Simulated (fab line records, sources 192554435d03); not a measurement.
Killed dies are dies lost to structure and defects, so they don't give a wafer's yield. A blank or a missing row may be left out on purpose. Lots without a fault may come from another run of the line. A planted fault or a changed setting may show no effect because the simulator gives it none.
Split-lot experiment | flow n5_finfet | 7 lots, 39 wafers read, on a route of 1938 steps

THE SPLIT
At N5_HKMG_FIN_ETCH_35 (etches SOC in N2/H2, target depth 215.8 nm, time 243.4 s), the setting source_w was moved away from the recipe's 3000 W on 12 of the 39 wafers read, by -17.2% to +13.2%. The other wafers ran this setting at the recipe's value.

The reading is taken at the split's own step.

THE READING
rf_vpp_V, in V, at N5_HKMG_FIN_ETCH_35 (etches SOC in N2/H2, target depth 215.8 nm, time 243.4 s). Fault-free wafers of this fab line usually give 141.7 V, standard deviation 1.1 V.

wafer  | tool, chamber at the split | source_w as run, W | against the recipe | rf_vpp_V, V | against lot-mates on the recipe
L078.1 | rie_diel-06, 0             | 3000               | recipe             | 142.4       | -
L078.5 | rie_diel-06, 0             | 3000               | recipe             | 142.9       | -
L078.6 | rie_diel-06, 1             | 3000               | recipe             | 142.4       | -
L080.1 | rie_diel-01, 2             | 3000               | recipe             | 140.9       | -
L080.2 | rie_diel-01, 0             | 3000               | recipe             | 141.7       | -
L080.3 | rie_diel-01, 1             | 3000               | recipe             | 141.5       | -
L080.4 | rie_diel-01, 3             | 3000               | recipe             | 142.2       | -
L080.5 | rie_diel-01, 0             | 3000               | recipe             | 141.9       | -
L080.6 | rie_diel-01, 1             | 3000               | recipe             | 141.5       | -
L082.1 | rie_diel-01, 1             | 3304               | +10.1%             | 135.5       | -6.0
L082.2 | rie_diel-01, 2             | 3304               | +10.1%             | 135.8       | -5.7
L082.3 | rie_diel-01, 3             | 3000               | recipe             | 140.7       | -
L082.4 | rie_diel-01, 0             | 3304               | +10.1%             | 136.4       | -5.1
L082.5 | rie_diel-01, 0             | 3000               | recipe             | 142.1       | -
L082.6 | rie_diel-01, 1             | 3000               | recipe             | 141.8       | -
L083.1 | rie_diel-01, 0             | 3234               | +7.8%              | 136.3       | -5.0
L083.2 | rie_diel-01, 3             | 3000               | recipe             | 140.9       | -
L083.3 | rie_diel-01, 1             | 3234               | +7.8%              | 138.1       | -3.2
L083.4 | rie_diel-01, 2             | 3000               | recipe             | 141.7       | -
L083.5 | rie_diel-01, 1             | 3234               | +7.8%              | 137.7       | -3.6
L083.6 | rie_diel-01, 0             | 3000               | recipe             | 141.4       | -
L084.1 | rie_diel-05, 1             | 3000               | recipe             | 141.7       | -
L084.2 | rie_diel-05, 2             | 3000               | recipe             | 141.7       | -
L084.3 | rie_diel-05, 3             | 2483               | -17.2%             | 151.4       | +9.9
L084.4 | rie_diel-05, 0             | 2483               | -17.2%             | 149.4       | +7.9
L084.5 | rie_diel-05, 2             | 3000               | recipe             | 141.1       | -
L084.6 | rie_diel-05, 1             | 2483               | -17.2%             | 151.9       | +10.4
L089.1 | rie_diel-06, 2             | 3396               | +13.2%             | 135.1       | -6.7
L089.2 | rie_diel-06, 3             | 3000               | recipe             | 141.8       | -
L089.3 | rie_diel-06, 1             | 3396               | +13.2%             | 137.2       | -4.6
L089.4 | rie_diel-06, 0             | 3000               | recipe             | 141.4       | -
L089.5 | rie_diel-06, 3             | 3000               | recipe             | 142.3       | -
L089.6 | rie_diel-06, 0             | 3396               | +13.2%             | 137.5       | -4.3
L092.1 | rie_diel-06, 0             | 3000               | recipe             | 140.9       | -
L092.2 | rie_diel-06, 2             | 3000               | recipe             | 142.0       | -
L092.3 | rie_diel-06, 3             | 3000               | recipe             | 142.2       | -
L092.4 | rie_diel-06, 1             | 3000               | recipe             | 144.4       | -
L092.5 | rie_diel-06, 0             | 3000               | recipe             | 142.9       | -
L092.6 | rie_diel-06, 3             | 3000               | recipe             | 144.5       | -

THE FIT
A straight line over all 39 wafers: rf_vpp_V changes by -0.507 V for each +1% of source_w; r = -0.96; the points scatter about the line by 1 V.
The same after taking each lot's own level away (the mean of its wafers on the recipe; 39 wafers): -0.505 V for each +1%; r = -0.97; scatter 0.9 V.
On that fit, the largest move of source_w shifts the reading by 8.7 V.
The lots' own levels span 141.33 to 142.82 V, that is 1.3 times the standard deviation above.
So the lot-to-lot level changes the slope little: the two slopes agree.
Check: with one of the wafers moved furthest among these (-17.2%) left out of the fit, the line predicts +8.56 V for it against its lot-mates. It came out at +9.9 V against them.
Tool readings at the split's step, against how far the setting was moved: rf_vpp_V r = -0.96.

OTHER SPLITS ON THESE WAFERS
These wafers also went through other splits before the reading. Each is held against what the fit with the lots' levels taken away leaves over:
other split on the same wafers  | wafers away from the commonest value | r with rf_vpp_V (lot level and that fit taken away)
N5_HKMG_FIN_ETCH_54 bias_w      | 12                                   | -0.15
N5_HKMG_FIN_CVD_62 target_thk_a | 15                                   | -0.11

THE WHOLE CHAIN: every reading that the file lists as answering this split, in the file's order
step                | what it does                                             | reading                                                                         | change (the file's fit)              | r (the file's)
N5_HKMG_FIN_ETCH_35 | etches SOC in N2/H2, target depth 215.8 nm, time 243.4 s | rf_vpp_V                                                                        | -0.504 V for each +1% of the setting | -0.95
N5_HKMG_FIN_ETCH_35 | etches SOC in N2/H2, target depth 215.8 nm, time 243.4 s | SOC_of_HKMG_FIN_COAT_29.thk_nm (the simulator's own value, which no gauge read) | -1.96 nm for each +1% of the setting | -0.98
N5_HKMG_FIN_ETCH_35 | etches SOC in N2/H2, target depth 215.8 nm, time 243.4 s | etch.depth_nm (the simulator's own value, which no gauge read)                  | +1.96 nm for each +1% of the setting | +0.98
N5_HKMG_FIN_ETCH_35 | etches SOC in N2/H2, target depth 215.8 nm, time 243.4 s | HKMG_FIN.feature_depth_nm (the simulator's own value, which no gauge read)      | +1.97 nm for each +1% of the setting | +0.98

THE FILE'S OWN FIT
rf_vpp_V changes by -0.504 V for each +1% of source_w, r = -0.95.
